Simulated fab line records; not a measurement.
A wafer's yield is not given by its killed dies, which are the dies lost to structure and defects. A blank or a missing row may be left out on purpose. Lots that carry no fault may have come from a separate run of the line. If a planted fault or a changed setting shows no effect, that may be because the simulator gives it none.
fab line records | flow nand-harc
record lots=6 wafers=18 last-day=23
route steps=1159 shown A_CONTACT@846 END@1159
lots that met no fault: taken from a fault-free run of the same line
start-h: hours from the record's first day to the start of the lot's first wafer shown | wait-h: hours since the lot's step before | " unchanged from the row above | L1.1+2: a row that stands for several wafers | - value missing, or start not given | * or withheld: withheld | < > ~ a bound
route shown NAME@n: NAME is a module with steps in the file, n the number in the route of the first one | usual: mean and standard deviation over wafers with no fault | same: alike in all rows | chamber/n: place in a boat | sites: the reading at each site | _std_site: standard deviation of those values | _edge_site: the outer-site mean with the inner-site mean subtracted | radius-mm: for every site, how far away it sits from the centre of the wafer | mask NAME#n: copy n | behind: the most recent tool/chamber to have shaped the wafer | hold: why the lot went on hold/how many hours it stayed there/how the hold came to an end | device: which transistor (n, p or np) failed to switch | end of line: at the end of the route, the tests of the same wafers | where a step has no rows: the recipe by itself | killed: at the first sort, the dies lost to defects and structure; wafer yield is something else | map: a wafer's dies, marking killed ones x, the rest . and places with no die _
set.NAME: the run value of the setting; set.NAME@STEP: its run value at that earlier step | model.NAME: the simulator's own value behind a step, which no gauge read
lots at some steps of the route; a table a step, a row a wafer
services: the hour from which a tool's chamber was out of use, counted from the record's first day as start-h (under 0 if before that day), plus the number of hours and why
## steps
# step NHARC_A_CONTACT_COAT_34
# recipe temp-c=260 time-s=75
# step NHARC_A_CONTACT_COAT_35
# recipe temp-c=225 time-s=65
# step NHARC_A_CONTACT_COAT_36
# recipe spin-rpm=1500 resist-thk-nm=90
# step NHARC_A_CONTACT_SOFTBAKE_37
# recipe temp-c=105 time-s=55
# step NHARC_A_CONTACT_EBR_38
# step NHARC_A_CONTACT_EXPOSE_39
# recipe na=1.35 sigma-outer=0.8 dose-mj=58.79 mask-id=A_CC_3
# step NHARC_A_CONTACT_PEB_40
# recipe peb-temp-c=100 peb-time-s=65
# step NHARC_A_CONTACT_DEVELOP_41
# recipe develop-time-s=35 dev-temp-c=23
# step NHARC_A_CONTACT_CD_MEAS_42
# recipe target-cd-nm=200 landing-energy-ev=500
# usual cd-nm=200.1/0.54
# columns lot.wafer tool chamber start-h wait-h cd-nm
L700.1 cd-sem-02 0 402.60 - 199.7
L700.3 " 0 " " 199.2
L700.5 " 0 " " 199.7
L709.3 cd-sem-01 0 431.84 - 200.3
L709.5 " 0 " " 200.2
L709.6 " 0 " " 200.2
L714.2 cd-sem-02 0 455.95 - 200.2
L714.3 " 0 " " 200.3
L714.4 " 0 " " 200.5
L718.1 cd-sem-01 0 471.56 - 200.1
L718.3 " 0 " " 199.6
L718.5 " 0 " " 199.1
L713.1 cd-sem-01 0 472.94 - 200.8
L713.2 " 0 " " 200.0
L713.5 " 0 " " 199.9
L715.4 cd-sem-02 0 476.49 - 199.6
L715.5 " 0 " " 199.7
L715.6 " 0 " " 199.5
# step NHARC_A_CONTACT_OVL_MEAS_43
# usual overlay-x-nm=0.2/0.67 overlay-y-nm=-0.3/0.95
# columns lot.wafer tool chamber start-h wait-h overlay-x-nm overlay-y-nm
L700.1 overlay-01 - 402.68 - 0.7 0.1
L700.3 " - " " 0.0 -0.2
L700.5 " - " " 0.8 0.2
L709.3 overlay-02 - 431.92 - 0.4 -1.4
L709.5 " - " " 0.4 -1.7
L709.6 " - " " 0.7 -1.3
L714.2 overlay-01 - 456.03 - -0.3 -1.0
L714.3 " - " " -0.4 -1.7
L714.4 " - " " -0.1 -1.4
L718.1 overlay-01 - 471.65 - 0.2 -0.6
L718.3 " - " " 0.2 -1.0
L718.5 " - " " 0.0 -1.4
L713.1 overlay-02 - 473.03 - 0.4 0.6
L713.2 " - " " -0.2 0.7
L713.5 " - " " 0.5 0.5
L715.4 overlay-02 - 476.57 - 0.7 0.0
L715.5 " - " " 1.0 0.1
L715.6 " - " " 1.3 0.5
# step NHARC_A_CONTACT_INSPECT_44
# usual raw-defect-count=27/12
# columns lot.wafer tool chamber start-h wait-h raw-defect-count
L700.1 defect-inspect-02 - 402.72 0.0 20
L700.3 " - " " 25
L700.5 " - " " 26
L709.3 defect-inspect-02 - 431.96 0.0 32
L709.5 " - " " 30
L709.6 " - " " 25
L714.2 defect-inspect-01 - 456.07 0.0 9
L714.3 " - " " 11
L714.4 " - " " 8
L718.1 defect-inspect-01 - 471.68 0.0 28
L718.3 " - " " 31
L718.5 " - " " 30
L713.1 defect-inspect-01 - 473.06 0.0 41
L713.2 " - " " 42
L713.5 " - " " 37
L715.4 defect-inspect-02 - 476.61 0.0 28
L715.5 " - " " 37
L715.6 " - " " 23
# step NHARC_A_CONTACT_DESCUM_47
# recipe time-s=3 o2-flow-sccm=200 ar-flow-sccm=0 bias-power-w=0 chemistry=O2
# usual drypump-motor-current-A=5.8/0.48 oes-product-au=1.000/0.0093 rf-vpp-V=58.0/0.94 showerhead-plenum-p-Torr=1.95/0.074 throttle-valve-pct=11.310/0.0084
# same bias-power-w=0
# columns lot.wafer tool chamber start-h wait-h drypump-motor-current-A oes-product-au rf-hours-counter-h rf-vpp-V showerhead-plenum-p-Torr throttle-valve-pct
L700.1 rie-diel-12 1 402.80 0.1 6.2 0.999 1 57.6 1.98 11.315
L700.3 " 2 " " 6.3 1.011 1 58.3 2.04 11.298
L700.5 " 3 " " 5.3 0.998 - 57.4 2.00 11.308
L709.3 rie-diel-12 0 432.04 0.1 5.3 1.001 6 56.9 1.89 11.309
L709.5 " 1 " " 6.2 1.002 - 58.1 1.98 11.303
L709.6 " 2 " " 6.3 1.014 - 58.5 2.04 11.306
L714.4 rie-diel-12 0 456.13 0.1 5.3 0.998 12 57.7 1.89 11.312
L714.2 " 2 " " 6.3 0.999 13 59.5 2.04 11.312
L714.3 " 3 " " 5.3 1.008 13 58.4 2.00 11.323
L718.1 rie-diel-13 0 471.76 0.1 5.9 0.990 4 57.4 1.94 11.327
L718.3 " 3 " " 5.4 1.008 - 58.5 1.88 11.310
L718.5 " 0 " " 5.9 0.999 - 58.3 1.94 11.315
L713.1 rie-diel-12 1 473.12 0.1 6.2 1.006 14 57.2 1.98 11.309
L713.2 " 3 " " 5.3 1.010 16 57.8 2.00 11.322
L713.5 " 2 " " 6.4 1.009 - 57.3 2.04 11.301
L715.4 rie-diel-09 1 476.69 0.1 6.8 0.993 16 58.0 1.88 11.297
L715.6 " 0 " " 5.7 0.984 - 58.1 2.07 11.313
L715.5 " 1 " " 6.8 0.989 - 57.2 1.88 11.304
# step NHARC_A_CONTACT_ETCH_48
# recipe target-depth-a=390 over-etch-frac=0.3 time-s=65 ion-energy-ev=80 cf4-flow-sccm=150 ar-flow-sccm=0 rf-w=300 bias-w=100 chemistry=CF4
# usual bias-w=100.0/0.31 drypump-motor-current-A=5.8/0.47 oes-product-au=1.001/0.0089 rf-vpp-V=151.5/1.2 run-length-s=86.2/0.42 showerhead-plenum-p-Torr=1.80/0.062 throttle-valve-pct=13.283/0.0092
# columns lot.wafer tool chamber start-h wait-h bias-w drypump-motor-current-A oes-product-au rf-hours-counter-h rf-vpp-V run-length-s showerhead-plenum-p-Torr throttle-valve-pct
L700.1 rie-diel-12 2 402.87 0.1 100.2 6.3 1.012 1 153.8 85.9 1.88 13.271
L700.3 " 0 " " 100.3 5.4 1.011 1 151.4 85.7 1.75 13.292
L700.5 " 2 " " 100.0 6.3 1.010 - 153.0 86.3 1.88 13.282
L709.3 rie-diel-12 3 432.23 0.2 99.9 5.3 1.004 7 152.7 86.1 1.84 13.293
L709.5 " 3 " " 99.5 5.3 1.003 - 151.8 86.2 1.85 13.268
L709.6 " 0 " " 99.7 5.4 1.011 - 150.2 85.7 1.75 13.290
L714.2 rie-diel-12 3 456.22 0.1 - 5.2 0.999 13 153.6 66.2 1.84 13.268
L714.3 " 1 " " - 6.2 1.008 12 152.5 66.6 1.82 13.282
L714.4 " 2 " " - 6.3 0.999 13 151.4 66.5 1.87 13.299
L718.1 rie-diel-13 0 471.89 0.1 100.3 5.9 0.983 4 151.4 85.9 1.79 13.278
L718.3 " 3 " " 100.0 5.4 0.993 - 150.7 86.2 1.74 13.293
L718.5 " 3 " " 100.1 5.4 1.004 - 150.0 86.3 1.74 13.282
L713.1 rie-diel-12 0 473.21 0.1 - 5.4 1.015 14 151.9 66.1 1.74 13.266
L713.2 " 1 " " - 6.2 1.006 14 150.5 66.9 1.82 13.292
L713.5 " 0 " " - 5.3 1.015 - 150.5 66.1 1.74 13.286
L715.4 rie-diel-09 2 476.78 0.1 99.5 5.4 0.999 16 151.5 86.1 1.81 13.289
L715.6 " 1 " " 99.8 6.8 0.993 - 149.3 86.9 1.74 13.268
L715.5 " 2 " " 99.4 5.3 0.988 - 152.1 85.5 1.81 13.295
# step NHARC_A_CONTACT_ETCH_49
# recipe target-depth-a=2600 over-etch-frac=0.3 time-s=475.3 ion-energy-ev=200 n2-flow-sccm=150 h2-flow-sccm=150 ar-flow-sccm=0 rf-w=400 bias-w=150 chemistry=N2/H2
# usual bias-w=150.0/0.46 drypump-motor-current-A=5.8/0.48 oes-product-au=1.002/0.0084 rf-vpp-V=431.4/2.3 run-length-s=496.5/0.43 showerhead-plenum-p-Torr=2.08/0.077 throttle-valve-pct=14.171/0.0084
# columns lot.wafer tool chamber start-h wait-h bias-w drypump-motor-current-A oes-product-au rf-hours-counter-h rf-vpp-V run-length-s showerhead-plenum-p-Torr throttle-valve-pct
L700.3 rie-diel-12 3 - - 151.3 5.3 0.996 1 433.1 496.6 2.14 14.162
L700.1 " 1 " " 149.3 6.2 0.997 1 432.1 497.0 2.11 14.176
L700.5 " 0 " " 149.9 5.4 0.995 - 430.0 496.1 2.01 14.173
L709.3 rie-diel-12 3 - - 149.9 5.2 1.005 7 433.7 496.4 2.14 14.187
L709.6 " 3 " " 150.0 5.3 1.001 - 433.8 496.2 2.14 14.163
L709.5 " 0 " " 149.6 5.4 1.008 - 432.3 496.3 2.01 14.170
L714.4 rie-diel-12 2 - - 149.8 6.3 1.010 13 432.6 496.3 2.17 14.182
L714.3 " 3 " " 149.9 5.2 0.993 13 432.0 496.2 2.14 14.169
L714.2 " 0 " " 149.7 5.4 1.010 12 430.9 496.3 2.01 14.162
L718.1 rie-diel-13 0 472.01 0.1 150.3 5.9 0.992 4 432.6 496.2 2.07 14.163
L718.3 " 0 " " 149.6 5.9 0.991 - 430.9 496.6 2.07 14.184
L718.5 " 0 " " 150.4 5.9 0.993 - 430.2 496.7 2.07 14.161
L713.1 rie-diel-12 1 - - 150.0 6.2 1.007 15 433.3 496.7 2.11 14.177
L713.2 " 2 " " 149.6 6.3 1.008 16 433.8 496.3 2.17 14.183
L713.5 " 0 " " 150.1 5.4 1.005 - 428.5 496.5 2.01 14.170
L715.4 rie-diel-09 3 - - 151.0 5.3 0.988 16 432.2 497.5 2.07 14.168
L715.6 " 2 " " 150.6 5.4 0.999 - 431.2 495.8 2.10 14.166
L715.5 " 3 " " 150.2 5.3 1.015 - 431.1 497.2 2.07 14.181
# step NHARC_END_SORT_01
# recipe temp-c=25
# usual killed-at-array=29/9.4 killed-at-other=0.7/1.3 killed-at-periphery=2.9/2.1 killed-dies=32/9 killed-open=3.3/1.8 killed-short=1.9/1.4
# same gross-dies=677
# columns lot.wafer tool chamber start-h wait-h killed-at-array killed-at-other killed-at-periphery killed-dies killed-open killed-short
L714.2 prober-01 0 538.03 2.8 619 3 2 624 3 3
L714.3 prober-01 0 538.83 3.1 636 6 0 642 1 0
L714.4 prober-01 0 539.63 3.4 644 3 2 649 1 2
L713.1 prober-02 0 555.74 2.5 624 0 2 626 2 2
L713.2 prober-02 0 556.54 2.8 634 0 2 636 5 0
L713.5 prober-02 0 558.93 3.7 625 0 2 627 1 2
# killed by level:class
L714.2 A_CONTACT:area-etch=598 A_CONTACT:chamber-film-flake=10 A_CHANNEL_HOLE_D1:chamber-film-flake=6 THIN_TSV:chamber-film-flake=3 P_CONTACT:geometric-particle:short=1 P_CONTACT:geometric-particle:open=1 A_CHANNEL_FILL_D1:geometric-particle:open=1 A_CHANNEL_FILL_D1:geometric-particle:short=1
L714.3 A_CONTACT:area-etch=624 THIN_TSV:chamber-film-flake=6 A_CHANNEL_HOLE_D1:chamber-film-flake=5 A_CONTACT:chamber-film-flake=4 A_ZERO_WELL:chamber-film-flake=2 A_WL_FILL:geometric-particle:open=1
L714.4 A_CONTACT:area-etch=634 A_CONTACT:chamber-film-flake=4 THIN_TSV:chamber-film-flake=3 P_BONDPAD:chamber-film-flake=2 A_CHANNEL_HOLE_D1:chamber-film-flake=2 A_CHANNEL_HOLE_D1:geometric-particle:short=1 A_M0:geometric-particle:open=1 A_M0:geometric-particle:short=1
L713.1 A_CONTACT:area-etch=587 A_SLIT:chamber-film-flake=17 A_CHANNEL_HOLE_D1:chamber-film-flake=15 A_CONTACT:chamber-film-flake=3 P_M0:geometric-particle:open=1 P_M0:geometric-particle:short=1 A_ONON_D1:geometric-particle:open=1 A_M0:geometric-particle:short=1
L713.2 A_CONTACT:area-etch=588 A_SLIT:chamber-film-flake=21 A_CHANNEL_HOLE_D1:chamber-film-flake=13 A_CONTACT:chamber-film-flake=7 P_M0:geometric-particle:open=2 A_CHANNEL_HOLE_D1:geometric-particle:open=1 A_SGD_CUT:geometric-particle:open=1 A_CONTACT:geometric-particle:open=1
L713.5 A_CONTACT:area-etch=586 A_SLIT:chamber-film-flake=17 A_CHANNEL_HOLE_D1:chamber-film-flake=12 A_CONTACT:chamber-film-flake=5 A_BLC:chamber-film-flake=2 P_M1:geometric-particle:short=1 A_ONON_D1:geometric-particle:open=1 A_WL_FILL:geometric-particle:short=1
# map L713.2 (x killed, . not)
____________x____________
_________xxxxxxx_________
_______xxxxxxxxxxx_______
______xxxxxxxxxxxxx______
_____xxxxxxxxxxxxxxx_____
____.xxxxxxxxxxxxxxxx____
____xxxxxxxxxxxxxxxxx____
___xxxxxxxxxxxxxxxxxxx___
___xxxxxxxx.xxxxxxxxxx___
__xxxxxxxxxxxxxxxxxxxxx__
__xxxxxxxxxxxxxxxxxxxxx__
_xxxxx.x.xxxxxxxxxxxxxxx_
_xxxxxxxxxxxxxxxxxxxxxxx_
_xxxxxxx.xxx.xxxxxxxxxxx_
_xxxxxxxxxx.x.xxxxxxxxxx_
_xxxxxxxx.xx..xxxxxxxxxx_
xxxxx.xxxxxxxxxxxxxxxxxxx
xxxxxxx.xx.xxx.xxxxxxxxxx
.xxxxxxxxxxx.xx.xxxxxxxxx
xxxx.x.xxxxxxxxxxxxxxxxxx
xxxxxxxxxxxxxxxxxxxxxxxxx
_xxxxxx..xxx.xxxxxxxxxxx_
_xxxxxxx.xx.xxxxxxxxx.xx_
_xxxxx.xxxxxxxxxxxxxxxxx_
_xxxxxxxxxxx.xx.xxxxxxxx_
_xx.xxxx.xxxx.xxxxxxxxxx_
__xxxxx.x.x.xx.xxxxxxxx__
__xxxxxxxxx.x.xxxxxxxxx__
___xxxxxx.xxxxxxxxxxxx___
___xxxxxxxxxxxx.xxxxxx___
____xxxxxxxxxxxxxxxxx____
____xxxxxxxxxxxxxxxxx____
_____xxxx.xxxxxxxxxx_____
______xxxxxxxxxxxxx______
_______xxxxxxxxxxx_______
_________xxxxxxx_________
____________x____________
# map L714.4 (x killed, . not)
____________x____________
_________xxxxxxx_________
_______xxxxxxxxxxx_______
______xxxxxxxxxxxxx______
_____xxxxxxxxxxxxxxx_____
____xxxxxxxxxxxxxxxxx____
____xxxxxxxxxxxxxxxxx____
___xxxxxxxxxxxxxxxxxxx___
___xxxxxxxxxxxxxxxxxxx___
__xxxxxxxxxxxxxxxxxxxxx__
__xxxxxxxxx.xxxxxxxxxxx__
_xxxxxxxxxxxxxxxxxxxxxxx_
_xxxxxxxxxxxxxxxxxxxxxxx_
_xxxxxxxxxxxxxxxxxxxxxxx_
_xxxxxxxxxxxxxxxxxxxxxx._
_xxxxxxxxxxxxxxxxxxxxxxx_
xxxxxxxxxxxxx.xxxxxxxxxx.
xxxxxxxxxxxxxxxxxxxxxxxxx
xxxxxxx.xxxxxxxxxxxxxxxxx
xxxxxxxxxxxxxxxxxxxx..xxx
xxxxxxxxxxxxxxxxxxxxxxxxx
_xxxxxxxxxxxxxxxxxxxxxxx_
_xxxxxxxxxxxxxxxxxxxxx.x_
_xxxxxxxxxxxxxxxxxxxxxxx_
_xxxxxxxxxxxxxxxxxxxx.xx_
_xxxx.xxxxxx.xxxxxxxxx.x_
__xxxxxxxxxxxxxx..xxxxx__
__xxxxxxxxxxxx.xxxxxxxx__
___x.xx.xxxxxxxx.xxxxx___
___xxxxxxxxxx.xxxxx..x___
____xxxxxxxxxxxxxxxxx____
____xxxxxxxxxxx.xxxxx____
_____xxxxxxx.xxxxxxx_____
______xxxx..xxxxxxx______
_______xxxxxxxxx.x_______
_________..xxxxx_________
____________x____________
## services
# columns tool chamber start-h hours kind
rie-diel-12 - 379.40 9.0 pm
rie-diel-12 0 379.40 9.0 vent-cycle
rie-diel-12 1 379.40 9.0 vent-cycle
rie-diel-12 2 379.40 9.0 vent-cycle
rie-diel-12 3 379.40 9.0 vent-cycle
rie-diel-12 0 388.40 - clean
rie-diel-12 1 388.40 - clean
rie-diel-12 2 388.40 - clean
rie-diel-12 3 388.40 - clean
rie-diel-12 - 388.69 0.5 repair
rie-diel-12 0 412.96 - clean
rie-diel-12 1 412.96 - clean
rie-diel-12 2 412.96 - clean
rie-diel-12 3 412.96 - clean
rie-diel-09 - 431.16 9.0 pm
rie-diel-12 0 437.48 - clean
rie-diel-12 1 437.48 - clean
rie-diel-12 2 437.48 - clean
rie-diel-12 3 437.48 - clean
rie-diel-13 - 453.36 9.0 pm
rie-diel-09 0 458.56 6.1 repair
rie-diel-12 0 461.98 - clean
rie-diel-12 1 461.98 - clean
rie-diel-12 2 461.98 - clean
## key
first-sign step=NHARC_A_CONTACT_ETCH_48 reading=run-length-s direction=down sigmas=47 usual=* struck=*
effect step=NHARC_END_SORT_01 reading=killed-dies direction=up sigmas=67 usual=32 struck=634
more-kills-born-at NHARC_A_CONTACT_ETCH_48@rie-diel-12=3617
met-at NHARC_A_CONTACT_ETCH_48
struck-wafers L713.1,L713.2,L713.5,L714.2,L714.3,L714.4
later-rows-left-out L713.1,L713.2,L713.5,L714.2,L714.3,L714.4
tester-left-out L713,L714
onset-between 432.23 456.22
fault kind=process-parameter-drift tool=rie-diel-12 chamber=- onset-h=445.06 steps=NHARC_A_CONTACT_ETCH_48 channel=time-s offset=* shape=step end-h=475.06 acts-in=* stated=*
# tester-left-out: of these lots the tester's yield and bins aren't shown, on N5 and GAA mostly nor the transistor test; their killed dies are dies lost to structure and defects alone, not to doping, threshold or leakage, so they don't give the yield
# later-rows-left-out: the simulator's readings of these wafers behind a module that went badly wrong aren't trusted and aren't shown, but for the sort
